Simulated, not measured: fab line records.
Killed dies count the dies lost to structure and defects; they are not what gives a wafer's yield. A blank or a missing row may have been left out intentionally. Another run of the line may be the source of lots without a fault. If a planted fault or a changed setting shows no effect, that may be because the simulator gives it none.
2 desks looking at one fault | flow nand_harc | only its own numbers are on each desk; what lay behind them is given at the end

== AT THE TOOL OWNER'S DESK: cvd_w-01 ==
The tool's own readings at NHARC_A_BLC_CVD_24 (deposits W, target thk 150 nm, time 434 s): means of the sampled wafers that have a number, for each lot that ran on this tool. Marked OUT: a lot whose mean sits more than 4 standard deviations from the usual mean, which makes it out of limits; the brackets give that distance.
Columns: A = heater_power_w at NHARC_A_BLC_CVD_24, usual 444 W; B = susceptor_temp_C at NHARC_A_BLC_CVD_24, usual 300.01 C; C = throttle_valve_pct at NHARC_A_BLC_CVD_24, usual 8.15 %
lot  | first seen here | A   | B      | C
L827 | day 23 01:52    | 434 | 299.94 | 8.28
L828 | day 23 16:38    | 438 | 300.15 | 8.33
L831 | day 25 13:28    | 442 | 299.92 | 8.28
L837 | day 27 19:11    | 458 | 300.24 | 8.20
L842 | day 28 21:50    | 445 | 299.86 | 8.23
L840 | day 29 01:08    | 449 | 299.95 | 8.16
This desk's verdict: no lot among the 6 shows anything out of limits.

== AT THE METROLOGY DESK ==
What the gauges read, lot by lot, whatever tool the lot ran on: means of the sampled wafers that have a number. Marked OUT: a lot whose mean sits more than 4 standard deviations from the usual mean, which makes it out of limits; the brackets give that distance.
Columns: A = cd_nm at NHARC_A_BLC_CD_MEAS_19, usual 101.4 nm
lot  | first seen here | A
L827 | day 23 00:49    | 102.1
L828 | day 23 15:35    | 101.0
L829 | day 24 06:34    | 101.4
L833 | day 25 09:46    | 101.3
L831 | day 25 12:13    | 99.7
L835 | day 27 01:11    | 100.6
L837 | day 27 18:04    | 102.9
L842 | day 28 20:46    | 101.7
L840 | day 28 23:53    | 100.0
L844 | day 30 22:29    | 101.2
L847 | day 32 11:47    | 100.2
L848 | day 32 13:17    | 101.5
This desk's verdict: no lot among the 12 shows anything out of limits.

== ALL TOGETHER ==
The tool owner's desk saw nothing out of limits.
The metrology desk saw nothing out of limits.

== WHAT THE SIMULATOR HAD PUT IN ==
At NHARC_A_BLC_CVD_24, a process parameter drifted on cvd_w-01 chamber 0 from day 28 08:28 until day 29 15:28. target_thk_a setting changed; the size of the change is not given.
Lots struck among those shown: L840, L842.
